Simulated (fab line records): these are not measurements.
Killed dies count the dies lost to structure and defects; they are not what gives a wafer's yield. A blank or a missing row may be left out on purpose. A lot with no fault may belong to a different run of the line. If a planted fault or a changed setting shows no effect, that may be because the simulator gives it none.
fab line records	flow nand_harc
record lots=14	wafers=42	last_day=34
route steps=1302 shown A_M0@1153
lots that met no fault: taken from a fault-free run of the same line
start_h: start of the lot's first displayed wafer, in hours after the record's first day	wait_h: how many hours have passed since the lot's step before this one	" repeats the value in the row above	L1.1+2: one row covering several wafers at once	- either no value or no given start	* or withheld: withheld	< > ~ a bound
route shown NAME@n: names a module that has steps shown in the file, with the first one's number in the route	usual: the fault-free wafers' mean and standard deviation	same: alike in all rows	chamber/n: place in a boat	sites: the reading at each site	_std_site: how widely they spread, as a standard deviation	_edge_site: inner sites' mean taken away from outer sites' mean	radius_mm: how far each site lies from the wafer's centre	mask NAME#n: copy n	behind: the tool/chamber that last shaped the wafer	hold: what put the lot on hold/how long, in hours/how the hold closed	device: the transistor (n, p or np) that didn't switch	end of line: the tests these same wafers got at the end of their route	for a step that has no rows: nothing shown but its recipe	killed: not the wafer's yield, but the dies lost to structure and defects at the first sort	map: a wafer's dies, x killed, . not, _ none there
set.NAME: the setting the step ran with; set.NAME@STEP: the setting that earlier step ran with	model.NAME: the simulator's own value behind a step, which no gauge read
the route's steps for a sample of lots (tables are steps, rows are wafers)
services: a tool's chamber out of use, with start hour (start_h, from the record's first day; less than 0 if before it), hours out, and reason
## steps
# step NHARC_A_M0_CD_MEAS_16
# usual cd_nm=80.1/0.58
lot.wafer	tool	chamber	start_h	wait_h	cd_nm
L477.1	cd_sem-01	-	526.74	-	79.8
L477.2	"	-	"	"	79.7
L477.3	"	-	"	"	80.2
L478.1	cd_sem-02	-	528.63	-	79.9
L478.2	"	-	"	"	79.4
L478.4	"	-	"	"	79.7
L481.1	cd_sem-02	-	557.84	-	80.2
L481.4	"	-	"	"	79.6
L481.5	"	-	"	"	79.8
L483.1	cd_sem-03	-	581.31	-	80.2
L483.2	"	-	"	"	79.7
L483.4	"	-	"	"	79.9
L482.4	cd_sem-01	-	583.27	-	80.2
L482.5	"	-	"	"	80.1
L482.6	"	-	"	"	81.2
L485.2	cd_sem-01	-	598.18	-	80.3
L485.5	"	-	"	"	79.8
L485.6	"	-	"	"	78.9
L487.2	cd_sem-02	-	615.36	-	80.2
L487.4	"	-	"	"	79.9
L487.6	"	-	"	"	80.3
L486.2	cd_sem-01	-	618.06	-	79.4
L486.4	"	-	"	"	80.0
L486.5	"	-	"	"	79.6
L488.2	cd_sem-02	-	624.87	-	80.0
L488.3	"	-	"	"	80.8
L488.4	"	-	"	"	80.2
L492.1	cd_sem-02	-	663.63	-	79.3
L492.2	"	-	"	"	80.8
L492.4	"	-	"	"	80.3
L493.2	cd_sem-03	-	664.95	-	79.4
L493.3	"	-	"	"	80.1
L493.6	"	-	"	"	80.1
L498.1	cd_sem-02	-	732.72	-	80.2
L498.4	"	-	"	"	80.4
L498.5	"	-	"	"	80.4
L499.3	cd_sem-02	-	737.24	-	79.4
L499.4	"	-	"	"	80.6
L499.5	"	-	"	"	80.0
L500.1	cd_sem-03	-	746.16	-	79.5
L500.4	"	-	"	"	80.1
L500.5	"	-	"	"	80.6
# step NHARC_A_M0_STRIP_18
# recipe power_w=1000	n2_flow_sccm=150	h2_flow_sccm=150	ar_flow_sccm=0	bias_w=0	chemistry=N2/H2
# usual drypump_motor_current_A=5.8/0.46	oes_product_au=1.000/0.0075	rf_vpp_V=90.6/0.93	showerhead_plenum_p_Torr=2.03/0.09	throttle_valve_pct=14.172/0.0096
lot.wafer	tool	chamber	start_h	wait_h	drypump_motor_current_A	oes_product_au	rf_hours_counter_h	rf_vpp_V	showerhead_plenum_p_Torr	throttle_valve_pct
L477.3	rie_diel-08	3	526.84	0.1	5.5	0.997	7.6	91.3	2.16	14.146
L477.2	"	0	"	"	6.3	0.991	6.8	90.4	1.93	14.180
L477.1	"	1	"	"	6.8	1.000	7.3	90.0	1.93	14.169
L478.2	rie_diel-13	2	528.71	0.1	6.3	0.999	0.1	91.5	2.13	14.166
L478.1	"	3	"	"	5.1	0.997	0.1	89.7	1.96	14.176
L478.4	"	0	"	"	5.9	1.004	0.1	91.8	2.03	14.192
L481.4	rie_diel-13	0	557.94	0.1	5.9	1.010	1.7	90.5	2.03	14.177
L481.1	"	1	"	"	5.8	1.005	1.3	91.1	2.15	14.161
L481.5	"	3	"	"	5.1	0.999	-	88.9	1.96	14.176
L483.1	rie_diel-13	2	581.38	0.1	6.3	0.990	2.1	91.0	2.13	14.167
L483.2	"	0	"	"	5.9	1.013	2.8	89.7	2.03	14.171
L483.4	"	1	"	"	5.8	1.016	2.2	90.2	2.15	14.180
L482.4	rie_diel-13	0	583.41	0.1	6.0	1.010	2.9	90.7	2.03	14.176
L482.5	"	1	"	"	5.8	0.998	-	91.9	2.15	14.161
L482.6	"	2	"	"	6.3	0.990	-	90.8	2.13	14.160
L485.2	rie_diel-13	3	598.25	0.1	5.1	0.998	4.6	90.3	1.96	14.174
L485.6	"	3	"	"	5.1	0.996	-	90.2	1.96	14.156
L485.5	"	2	"	"	6.3	1.001	-	91.4	2.13	14.174
L487.2	rie_diel-09	1	615.50	0.1	5.7	0.990	6.7	91.7	2.07	14.159
L487.4	"	2	"	"	5.3	1.008	-	92.6	1.94	14.161
L487.6	"	1	"	"	5.7	0.992	-	90.1	2.07	14.161
L486.4	rie_diel-13	2	618.16	0.1	6.3	0.993	5.0	88.9	2.13	14.163
L486.2	"	0	"	"	5.9	1.004	5.5	90.0	2.03	14.174
L486.5	"	2	"	"	6.3	0.991	-	90.8	2.13	14.176
L488.4	rie_diel-13	3	624.94	0.1	5.1	1.010	6.5	89.8	1.96	14.163
L488.3	"	0	"	"	5.9	1.006	5.6	90.6	2.03	14.167
L488.2	"	2	"	"	6.3	1.000	5.1	91.7	2.13	14.191
L492.4	rie_diel-08	3	663.71	0.1	5.6	0.987	5.6	92.1	2.16	14.169
L492.2	"	0	"	"	6.4	0.996	5.0	89.7	1.93	14.170
L492.1	"	2	"	"	5.6	0.984	5.9	90.0	1.99	14.164
L493.3	rie_diel-08	0	665.05	0.1	6.3	1.009	5.1	90.2	1.93	14.172
L493.2	"	2	"	"	5.6	0.997	5.9	90.9	1.99	14.162
L493.6	"	0	"	"	6.4	1.018	-	90.1	1.93	14.171
L498.4	rie_diel-13	2	732.83	0.1	6.3	1.000	1.0	92.4	2.13	14.158
L498.1	"	0	"	"	5.9	0.992	1.1	90.4	2.03	14.147
L498.5	"	1	"	"	5.8	1.005	-	91.7	2.14	14.175
L499.4	rie_diel-13	3	737.36	0.1	5.1	0.992	0.9	89.5	1.96	14.162
L499.3	"	0	"	"	5.9	1.000	1.2	91.9	2.03	14.165
L499.5	"	2	"	"	6.3	0.989	-	90.3	2.13	14.172
L500.1	rie_diel-09	2	746.26	0.1	5.2	0.999	4.3	90.2	1.94	14.173
L500.4	"	0	"	"	6.0	1.001	3.0	90.8	1.91	14.165
L500.5	"	2	"	"	5.2	0.997	-	89.5	1.94	14.167
# step NHARC_A_M0_ANNEAL_30
# recipe temp_c=225	time_s=90
# usual anneal_temp_c=225.02/0.17	anneal_temp_c_max=226.20/0.24	wafer_temp_C_max=226.0/0.31
lot.wafer	tool	chamber	start_h	wait_h	anneal_temp_c	anneal_temp_c_max	wafer_temp_C_max
L477.1	rtp_anneal-01	0	528.10	-	225.16	226.24	226.1
L477.2	"	0	"	"	225.08	226.00	226.2
L477.3	"	0	"	"	225.02	226.10	226.5
L478.1	rtp_anneal-01	0	529.99	0.3	224.92	226.03	226.2
L478.2	"	0	"	"	224.89	225.94	227.0
L478.4	"	0	"	"	224.84	225.78	226.1
L481.1	rtp_anneal-01	0	559.20	0.3	225.39	226.55	225.9
L481.4	"	0	"	"	225.15	226.26	225.9
L481.5	"	0	"	"	225.28	226.38	226.7
L483.1	rtp_anneal-01	0	582.70	-	225.16	226.09	225.8
L483.2	"	0	"	"	225.03	226.47	226.2
L483.4	"	0	"	"	225.18	226.21	226.1
L482.4	rtp_anneal-01	0	584.77	0.4	225.18	226.22	226.1
L482.5	"	0	"	"	225.16	226.14	226.1
L482.6	"	0	"	"	224.89	226.01	226.4
L485.2	rtp_anneal-02	0	599.74	-	224.94	226.19	226.1
L485.5	"	0	"	"	225.14	226.63	225.7
L485.6	"	0	"	"	225.09	226.22	225.8
L487.2	rtp_anneal-01	0	616.80	-	225.06	226.19	226.2
L487.4	"	0	"	"	225.20	226.53	225.9
L487.6	"	0	"	"	224.89	226.05	226.5
L486.2	rtp_anneal-02	0	619.47	-	224.83	225.86	225.4
L486.4	"	0	"	"	225.08	225.98	225.7
L486.5	"	0	"	"	225.20	226.56	225.8
L488.2	rtp_anneal-01	0	626.27	-	225.07	226.30	225.9
L488.3	"	0	"	"	225.12	226.32	226.5
L488.4	"	0	"	"	224.93	225.88	226.3
L492.1	rtp_anneal-01	-	664.98	-	-	-	-
L492.2	"	-	"	"	-	-	-
L492.4	"	-	"	"	-	-	-
L493.2	rtp_anneal-02	-	666.36	-	-	-	-
L493.3	"	-	"	"	-	-	-
L493.6	"	-	"	"	-	-	-
L498.1	rtp_anneal-02	0	734.08	-	225.05	226.16	226.0
L498.4	"	0	"	"	225.06	226.33	226.0
L498.5	"	0	"	"	225.11	226.32	225.8
L499.3	rtp_anneal-01	0	738.76	0.3	225.04	226.18	226.0
L499.4	"	0	"	"	225.24	226.17	226.2
L499.5	"	0	"	"	225.39	226.73	226.4
L500.1	rtp_anneal-01	0	748.39	-	225.01	225.99	225.9
L500.4	"	0	"	"	224.81	225.98	226.2
L500.5	"	0	"	"	224.94	226.14	226.9
# step NHARC_A_M0_INSPECT_27
# usual raw_defect_count=536/130
lot.wafer	tool	chamber	start_h	wait_h	raw_defect_count
L477.1	defect_inspect-01	-	528.93	0.0	617
L477.2	"	-	"	"	719
L477.3	"	-	"	"	468
L478.1	defect_inspect-01	-	530.81	0.0	397
L478.2	"	-	"	"	658
L478.4	"	-	"	"	419
L481.1	defect_inspect-02	-	560.02	0.0	451
L481.4	"	-	"	"	483
L481.5	"	-	"	"	450
L483.1	defect_inspect-02	-	583.53	0.0	574
L483.2	"	-	"	"	624
L483.4	"	-	"	"	429
L482.4	defect_inspect-01	-	585.44	0.0	642
L482.5	"	-	"	"	547
L482.6	"	-	"	"	433
L485.2	defect_inspect-01	-	600.51	0.0	580
L485.5	"	-	"	"	477
L485.6	"	-	"	"	780
L487.2	defect_inspect-01	-	617.57	0.0	617
L487.4	"	-	"	"	489
L487.6	"	-	"	"	504
L486.2	defect_inspect-01	-	620.24	0.0	576
L486.4	"	-	"	"	725
L486.5	"	-	"	"	524
L488.2	defect_inspect-01	-	627.04	0.0	359
L488.3	"	-	"	"	455
L488.4	"	-	"	"	398
L492.1	defect_inspect-02	-	665.80	0.0	574
L492.2	"	-	"	"	424
L492.4	"	-	"	"	567
L493.2	defect_inspect-02	-	667.12	0.0	976
L493.3	"	-	"	"	431
L493.6	"	-	"	"	760
L498.1	defect_inspect-02	-	734.89	0.0	370
L498.4	"	-	"	"	425
L498.5	"	-	"	"	414
L499.3	defect_inspect-02	-	739.49	0.0	511
L499.4	"	-	"	"	596
L499.5	"	-	"	"	572
L500.1	defect_inspect-02	-	762.20	6.0	590
L500.4	"	-	"	"	451
L500.5	"	-	"	"	453
## services
tool	chamber	start_h	hours	kind
rie_diel-13	-	519.04	9.0	pm
rie_diel-13	0	519.04	9.0	vent_cycle
rie_diel-13	1	519.04	9.0	vent_cycle
rie_diel-13	2	519.04	9.0	vent_cycle
rie_diel-13	3	519.04	9.0	vent_cycle
rie_diel-13	0	528.04	-	clean
rie_diel-13	1	528.04	-	clean
rie_diel-13	2	528.04	-	clean
rie_diel-08	-	544.80	9.0	pm
rie_diel-09	0	588.70	1.8	repair
rie_diel-13	1	593.02	6.6	repair
rie_diel-13	0	596.81	8.4	repair
rie_diel-13	-	603.99	0.7	repair
rie_diel-13	2	607.89	4.0	repair
rie_diel-09	3	614.44	9.0	repair
rie_diel-08	-	621.11	0.8	repair
rie_diel-09	3	624.71	9.7	repair
rie_diel-09	-	674.75	9.0	pm
rie_diel-13	-	696.04	9.0	pm
rie_diel-08	3	721.14	6.3	repair
rie_diel-13	3	721.60	1.2	repair
rie_diel-08	-	721.95	9.0	pm
rtp_anneal-02	-	744.00	12.0	pm
rie_diel-08	2	746.65	2.6	repair
## key
first_sign step=NHARC_A_M0_ANNEAL_30	reading=tool_record	direction=missing
effect none on later readings
met_at NHARC_A_M0_ANNEAL_30
struck_lots L492,L493
sort_left_out L492.1,L492.2,L492.4,L493.2,L493.3,L493.6
not_acting_at NHARC_A_M0_CD_MEAS_16,NHARC_A_M0_STRIP_18,NHARC_A_M0_INSPECT_27
onset_between 626.27 664.98
fault kind=skipped_step_whole	tool=rtp_anneal-01,rtp_anneal-02	chamber=-	onset_h=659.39	steps=NHARC_A_M0_ANNEAL_30	scope=struck_lots_only
# sort_left_out: the simulated sort isn't trusted on such a fault, so these wafers' sort isn't shown, and their yield isn't known
